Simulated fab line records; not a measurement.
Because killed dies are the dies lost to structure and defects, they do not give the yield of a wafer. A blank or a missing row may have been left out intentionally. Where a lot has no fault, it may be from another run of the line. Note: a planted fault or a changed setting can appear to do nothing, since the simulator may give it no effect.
One fault seen from 2 desks | flow nandHarc | every desk sees just its own numbers, and what lay behind them comes last

## THE DEFECT DESK
Lot by lot, what the route's inspections counted, given as the mean of those sampled wafers with a number. The brackets show how far a lot's mean lies from the usual mean; more than 4 standard deviations puts the lot out of limits, marked OUT.
Columns: A = rawDefectCount at NHARC_A_CHANNEL_FILL_D1_INSPECT_13, usual 311
lot  | first seen here | A
L802 | day 11 20:31    | 241
L805 | day 12 13:15    | 246
L804 | day 12 13:16    | 255
L808 | day 14 09:38    | 278
L809 | day 14 09:39    | 224
L810 | day 15 00:15    | 223
L815 | day 17 03:05    | 363
L814 | day 17 03:06    | 325
L816 | day 17 15:38    | 256
L820 | day 19 11:41    | 343
L822 | day 20 00:00    | 212
L823 | day 20 13:07    | 207
Finding of this desk: none of the 12 lots has anything out of limits.

## METROLOGY DESK
Means of the sampled wafers that have a number, per lot and without regard to the tool the lot ran on: this is what the gauges read. The brackets show how far a lot's mean lies from the usual mean; more than 4 standard deviations puts the lot out of limits, marked OUT.
Columns: A = thkNm at NHARC_A_ONON_D2_THK_MEAS_14, usual 1001 nm
lot  | first seen here | A
L802 | day 13 12:14    | 1012
L805 | day 14 00:44    | 1006
L804 | day 14 00:53    | 1006
L808 | day 15 20:41    | 998
L809 | day 15 20:53    | 1003
L810 | day 16 14:37    | 1003
L815 | day 18 18:46    | 1358 (+32) OUT
L814 | day 18 18:46    | 985
L816 | day 19 05:23    | 1178 (+16) OUT
L820 | day 20 23:02    | 1024
L822 | day 21 12:46    | 1014
L823 | day 22 12:07    | 1001
This desk's finding: out of limits on L815, L816; first on L815, day 18 18:46 (thkNm at NHARC_A_ONON_D2_THK_MEAS_14). Within limits: L802, L805, L804, L808, L809, L810, L814, L820, L822, L823.

## ALL TOGETHER
An alarm was possible from the metrology desk at day 18 18:46, on L815, L816.
Nothing out of limits was seen by the defect desk.
The defect desk has L815, L816 on record, within its limits.
All the named lots went through NHARC_A_ONON_D2_DEP_12 on pecvdOnon-01.

## WHAT THE SIMULATOR HAD PUT IN
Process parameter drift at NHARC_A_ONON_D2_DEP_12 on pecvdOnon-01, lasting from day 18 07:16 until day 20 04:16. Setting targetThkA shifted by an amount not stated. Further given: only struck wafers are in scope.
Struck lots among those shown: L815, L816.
Per desk, hours elapsed from the start of the fault to the first reading out of limits: for the metrology desk, 11.
